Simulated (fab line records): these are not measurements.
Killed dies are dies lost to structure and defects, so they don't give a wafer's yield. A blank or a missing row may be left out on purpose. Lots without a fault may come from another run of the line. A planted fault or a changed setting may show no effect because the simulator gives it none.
Split-lot experiment	flow n5Finfet	39 wafers read across 7 lots, on a route 1938 steps long

THE SPLIT ITSELF
At N5_BEOL_M8_DEVELOP_10 (develop time 30 s), the setting developTimeS was moved away from the recipe's 30 s on 18 of the 39 wafers read, by -59.8% to +54.0%. For the rest of the wafers, this setting stayed at what the recipe calls for.

FROM THE SPLIT TO THE READING: what the file shows between them, 13 steps
- N5_BEOL_M8_CD_MEAS_11: target cd 38.5 nm
- N5_BEOL_M8_DESCUM_16: chemistry O2, time 7.9 s
- N5_BEOL_M8_ETCH_61: etches SiARC in CF4, target depth 45.5 nm, time 75.8 s
- N5_BEOL_M8_ETCH_62: etches SOC in N2/H2, target depth 110 nm, overetch 22 nm, time 165 s
- N5_BEOL_M8_STRIP_68: strips in N2/H2
- N5_BEOL_M8_STRIP_67: strips in CF4
- N5_BEOL_M8_HM_OPEN_17: chemistry Cl2/BCl3, target TiN, target depth 20 nm, overetch 6 nm
- N5_BEOL_M8_STRIP_19: strips in O2
- N5_BEOL_M8_CD_MEAS_18: pitch 80 nm, target cd 40 nm
- N5_BEOL_M8_COAT_63: time 60 s, resist thk 60 nm
- N5_BEOL_M8_COAT_64: time 60 s, resist thk 12 nm
- N5_BEOL_M8_PRECLEAN_42: cleans in residue remover, time 60 s
- N5_BEOL_M8_SRD_43: time 30 s

THE READING
cdNm, in nm, at N5_BEOL_M8_CD_MEAS_35 (target cd 40 nm). Fault-free wafers of this fab line usually give 39.7 nm, standard deviation 0.62 nm.

wafer	tool, chamber at the split	developTimeS as run, s	against the recipe	cdNm, nm	against lot-mates on the recipe
L074.1	lithoTrack-05, 0	30	recipe	39.7	-
L074.2	lithoTrack-05, 0	12.06	-59.8%	36.8	-3.3
L074.3	lithoTrack-05, 0	12.06	-59.8%	37.5	-2.6
L074.4	lithoTrack-05, 0	30	recipe	40.0	-
L074.5	lithoTrack-05, 0	30	recipe	40.7	-
L074.6	lithoTrack-05, 0	12.06	-59.8%	36.9	-3.2
L076.1	lithoTrack-01, 0	30	recipe	40.4	-
L076.3	lithoTrack-01, 0	30	recipe	40.2	-
L076.4	lithoTrack-01, 0	30	recipe	39.9	-
L077.1	lithoTrack-01, 0	30	recipe	39.7	-
L077.2	lithoTrack-01, 0	30	recipe	40.1	-
L077.3	lithoTrack-01, 0	20.81	-30.6%	39.2	-0.5
L077.4	lithoTrack-01, 0	20.81	-30.6%	38.9	-0.8
L077.5	lithoTrack-01, 0	30	recipe	39.3	-
L077.6	lithoTrack-01, 0	20.81	-30.6%	38.4	-1.3
L084.1	lithoTrack-01, 0	30	recipe	40.0	-
L084.2	lithoTrack-01, 0	30	recipe	39.2	-
L084.3	lithoTrack-01, 0	46.21	+54.0%	41.9	+2.1
L084.4	lithoTrack-01, 0	30	recipe	40.1	-
L084.5	lithoTrack-01, 0	46.21	+54.0%	40.9	+1.1
L084.6	lithoTrack-01, 0	46.21	+54.0%	40.9	+1.1
L086.1	lithoTrack-01, 0	30	recipe	40.0	-
L086.2	lithoTrack-01, 0	45.35	+51.2%	41.3	+1.5
L086.3	lithoTrack-01, 0	30	recipe	39.5	-
L086.4	lithoTrack-01, 0	45.35	+51.2%	41.7	+1.9
L086.5	lithoTrack-01, 0	45.35	+51.2%	41.9	+2.1
L086.6	lithoTrack-01, 0	30	recipe	40.0	-
L088.1	lithoTrack-01, 0	30	recipe	39.1	-
L088.2	lithoTrack-01, 0	30	recipe	39.8	-
L088.3	lithoTrack-01, 0	15.47	-48.4%	37.8	-1.9
L088.4	lithoTrack-01, 0	30	recipe	40.1	-
L088.5	lithoTrack-01, 0	15.47	-48.4%	37.2	-2.5
L088.6	lithoTrack-01, 0	15.47	-48.4%	37.3	-2.4
L091.1	lithoTrack-05, 0	38.41	+28.0%	40.8	+0.3
L091.2	lithoTrack-05, 0	30	recipe	40.5	-
L091.3	lithoTrack-05, 0	38.41	+28.0%	41.6	+1.1
L091.4	lithoTrack-05, 0	30	recipe	40.7	-
L091.5	lithoTrack-05, 0	38.41	+28.0%	41.0	+0.5
L091.6	lithoTrack-05, 0	30	recipe	40.2	-

FIT RESULTS
A straight line over all 39 wafers: cdNm changes by +0.0392 nm for each +1% of developTimeS; r = +0.93; the points scatter about the line by 0.5 nm.
The same after taking each lot's own level away (the mean of its wafers on the recipe; 39 wafers): +0.0385 nm for each +1%; r = +0.94; scatter 0.45 nm.
That fit puts the effect of the largest move of developTimeS on the reading at 2.3 nm.
From 39.67 to 40.47 nm: that is the span of the lots' own levels, equal to 1.3 times the standard deviation above.
Consequently the slope shifts little with the lot-to-lot level, the two slopes agreeing.
Check: for one of the wafers moved furthest among these (-59.8%), held out of the fit, the line's prediction against its lot-mates is -2.34 nm. Against them it came out at -3.33 nm.

THE WHOLE CHAIN: every reading that the file lists as answering this split, in the file's order
step	what it does	reading	change (the file's fit)	r (the file's)
N5_BEOL_M8_DEVELOP_10	develop time 30 s	CAR-ArF_of_BEOL_M8_COAT_05.thkNm (the simulator's own value, which no gauge read)	-0.0107 nm for each +1% of the setting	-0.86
N5_BEOL_M8_CD_MEAS_11	target cd 38.5 nm	cdNm	+0.0402 nm for each +1% of the setting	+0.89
N5_BEOL_M8_ETCH_61	etches SiARC in CF4, target depth 45.5 nm, time 75.8 s	BEOL_M8.cdOffsetNm (the simulator's own value, which no gauge read)	+0.0423 nm for each +1% of the setting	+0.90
N5_BEOL_M8_ETCH_62	etches SOC in N2/H2, target depth 110 nm, overetch 22 nm, time 165 s	BEOL_M8.cdOffsetNm (the simulator's own value, which no gauge read)	+0.0399 nm for each +1% of the setting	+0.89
N5_BEOL_M8_CD_MEAS_18	pitch 80 nm, target cd 40 nm	cdNm	+0.0394 nm for each +1% of the setting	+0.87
N5_BEOL_M8_CD_MEAS_35	target cd 40 nm	cdNm	+0.0386 nm for each +1% of the setting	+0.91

THE FILE'S OWN FIT
cdNm changes by +0.0386 nm for each +1% of developTimeS, r = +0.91.
